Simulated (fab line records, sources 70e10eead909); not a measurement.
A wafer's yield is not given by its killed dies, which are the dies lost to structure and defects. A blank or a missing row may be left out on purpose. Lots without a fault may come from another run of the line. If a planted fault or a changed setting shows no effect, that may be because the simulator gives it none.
What tool caused it? ; flow nand_harc ; Sampling: 11 lots, 33 wafers, 6 of 1302 route steps

WHAT EACH GAUGE READ, for each wafer
NHARC_P_GATE_CD_MEAS_26: the cd target is 120 nm.
lot;measured;on;cd_nm (nm)
L279;day 4 22:45;cd_sem-03;119.2 119.6 119.4
L283;day 6 20:32;cd_sem-02;94.2 93.3 93.7
L291;day 10 07:20;cd_sem-01;119.3 120.3 119.5
L292;day 11 01:41;cd_sem-01;120.6 120.8 120.6
L293;day 11 01:23;cd_sem-02;119.1 119.2 118.8
L294;day 11 01:32;cd_sem-03;119.2 119.3 118.9
L295;day 11 11:23;cd_sem-01;120.6 120.8 120.0
L296;day 11 23:07;cd_sem-02;119.3 119.6 119.6
L298;day 13 03:53;cd_sem-02;119.3 120.6 119.4
L301;day 14 14:33;cd_sem-01;119.8 119.5 119.9
L302;day 14 13:52;cd_sem-01;119.9 120.0 119.7

NHARC_P_GATE_INSPECT_28.
lot;measured;on;raw_defect_count
L279;day 4 22:52;defect_inspect-01;4 8 7
L283;day 6 20:40;defect_inspect-01;6 1 11
L291;day 10 07:27;defect_inspect-01;4 9 3
L292;day 11 01:49;defect_inspect-01;3 5 2
L293;day 11 01:30;defect_inspect-02;3 4 5
L294;day 11 01:39;defect_inspect-02;4 1 6
L295;day 11 11:31;defect_inspect-01;9 12 6
L296;day 11 23:14;defect_inspect-02;4 4 3
L298;day 13 04:01;defect_inspect-02;6 4 3
L301;day 14 14:41;defect_inspect-01;11 9 6
L302;day 14 13:59;defect_inspect-02;4 5 3

NHARC_END_SORT_01.
lot;measured;on;killed_at_array;killed_at_other;killed_at_periphery;killed_dies;killed_open;killed_short
L283;day 26 11:08;prober-01;32 60 47;5 5 1;545 553 556;582 618 604;1 4 5;5 6 2

TOOL THAT RAN EACH LOT (tool first, then ch and the chambers of the sampled wafers, then the start)
lot;NHARC_P_STI_ETCH_31;NHARC_P_GATE_EXPOSE_23;NHARC_P_GATE_HM_OPEN_105
L279;rie_diel-05 ch 0,2,3, day 4 22:37 or earlier;arfi_scanner-02 ch 0, day 4 22:37;rie_diel-09 ch 0,2,3, no start
L283;rie_diel-13 ch 1,2,3, day 6 20:23 or earlier;arfi_scanner-03 ch 0, day 6 20:23;rie_diel-06 ch 0,2,3, day 26 11:08 or earlier
L291;rie_diel-05 ch 0,3, day 10 07:12 or earlier;arfi_scanner-03 ch 0, day 10 07:12;rie_diel-06 ch 1,2, no start
L292;rie_diel-02 ch 0,1, day 11 01:32 or earlier;arfi_scanner-03 ch 0, day 11 01:32;rie_diel-09 ch 2,3, no start
L293;rie_diel-02 ch 0,2,3, day 11 01:14 or earlier;arfi_scanner-03 ch 0, day 11 01:14;rie_diel-07 ch 0,2, no start
L294;rie_diel-13 ch 0,1,3, day 11 01:23 or earlier;arfi_scanner-02 ch 0, day 11 01:23;rie_diel-06 ch 1,2,3, no start
L295;rie_diel-02 ch 1,2, day 11 11:14 or earlier;arfi_scanner-01 ch 0, day 11 11:14;rie_diel-09 ch 2,3, no start
L296;rie_diel-05 ch 0,3, day 11 22:59 or earlier;arfi_scanner-03 ch 0, day 11 22:59;rie_diel-09 ch 0,2, no start
L298;rie_diel-13 ch 0,1,3, day 13 03:46 or earlier;arfi_scanner-01 ch 0, day 13 03:46;rie_diel-09 ch 0,1,2, no start
L301;rie_diel-13 ch 1,3, day 14 14:25 or earlier;arfi_scanner-02 ch 0, day 14 14:25;rie_diel-06 ch 1,3, no start
L302;rie_diel-13 ch 0,1,3, day 14 13:44 or earlier;arfi_scanner-03 ch 0, day 14 13:44;rie_diel-07 ch 0,2,3, no start
- NHARC_P_STI_ETCH_31: etches the open film in CF4/CHF3, target depth 108.9 nm, time 54.5 s.
- NHARC_P_GATE_EXPOSE_23: exposes mask P GATE, target cd 120 nm.
- NHARC_P_GATE_HM_OPEN_105: chemistry O2/COS, target depth 360 nm.

WHAT THE TOOLS THEMSELVES READ (means of the sampled wafers that have a number; where no wafer has one, the mark that the record gives instead)
NHARC_P_STI_ETCH_31.
lot;tool;drypump_motor_current_A (A);oes_product_au (a.u.);rf_vpp_V (V);showerhead_plenum_p_Torr (Torr);throttle_valve_pct (%)
L279;rie_diel-05;6.0;0.968;370.1;1.56;16.798
L283;rie_diel-13;5.8;0.968;371.5;1.61;16.803
L291;rie_diel-05;5.8;0.964;371.3;1.56;16.799
L292;rie_diel-02;5.4;0.927;369.0;1.50;16.805
L293;rie_diel-02;5.4;0.967;370.0;1.53;16.799
L294;rie_diel-13;5.7;0.967;371.9;1.62;16.804
L295;rie_diel-02;5.7;0.966;369.1;1.52;16.799
L296;rie_diel-05;5.8;0.959;370.1;1.56;16.804
L298;rie_diel-13;5.7;0.973;372.6;1.62;16.803
L301;rie_diel-13;6.0;0.944;371.4;1.60;16.794
L302;rie_diel-13;5.7;0.963;372.0;1.62;16.808

NHARC_P_GATE_EXPOSE_23.
lot;tool;exposure_dose_mJ_cm2
L279;arfi_scanner-02;93.91
L283;arfi_scanner-03;93.95
L291;arfi_scanner-03;94.03
L292;arfi_scanner-03;93.99
L293;arfi_scanner-03;93.81
L294;arfi_scanner-02;93.73
L295;arfi_scanner-01;93.88
L296;arfi_scanner-03;93.86
L298;arfi_scanner-01;93.81
L301;arfi_scanner-02;93.92
L302;arfi_scanner-03;93.91

NHARC_P_GATE_HM_OPEN_105.
lot;tool;drypump_motor_current_A (A);oes_product_au (a.u.);rf_vpp_V (V);showerhead_plenum_p_Torr (Torr);throttle_valve_pct (%)
L279;rie_diel-09;5.6;1.002;466.3;3.11;28.325
L283;rie_diel-06;5.5;0.995;468.6;3.18;28.336
L291;rie_diel-06;5.4;0.991;464.7;3.04;28.343
L292;rie_diel-09;5.5;1.000;466.2;3.06;28.333
L293;rie_diel-07;5.4;0.995;465.1;3.03;28.326
L294;rie_diel-06;5.4;1.006;466.4;3.11;28.328
L295;rie_diel-09;5.6;1.003;465.1;3.00;28.329
L296;rie_diel-09;5.4;1.007;467.9;3.16;28.327
L298;rie_diel-09;5.2;1.012;468.7;3.19;28.334
L301;rie_diel-06;5.4;1.008;468.7;3.17;28.324
L302;rie_diel-07;5.6;1.007;466.7;3.10;28.331

THE ANSWER, worked out from the rows above alone
Rule: the usual values come from the lots themselves. The widest of any qualifying gaps counts: lots, ordered by their means at a reading, are off when they make up no more than a third of the lots, leave a main group of 4 or more, and stand apart from it by 3 or more times the standard deviation of that group's means. If all means in a main group match to the digits the tables above print for the reading, that group is not used. A lot without any number at a reading at which 4 lots or more have one is off too. Any other lot the step has rows for is counted as sound. The gauges are gone through in route order, then the tools' own readings, and for those a lot's mean is taken as printed above. The first step at which some lot is off is used, and at that step the reading that is off furthest; a lot without a number counts as furthest.
Off: L283, at NHARC_P_GATE_CD_MEAS_26 (cd_nm). The main group: mean 119.7 nm, standard deviation 0.49.
A tool fits if, at a process step before that reading, it ran every lot that is off, and no sound lot after the first of them. Those tools and the gauges at NHARC_P_GATE_CD_MEAS_26 are tried in the same way. Because NHARC_P_STI_ETCH_31 lacks a start for some lots, the hours and order of its lots are taken from NHARC_P_GATE_EXPOSE_23. Not one of the candidates tried fits.

WHAT THE SIMULATOR HAD PUT IN
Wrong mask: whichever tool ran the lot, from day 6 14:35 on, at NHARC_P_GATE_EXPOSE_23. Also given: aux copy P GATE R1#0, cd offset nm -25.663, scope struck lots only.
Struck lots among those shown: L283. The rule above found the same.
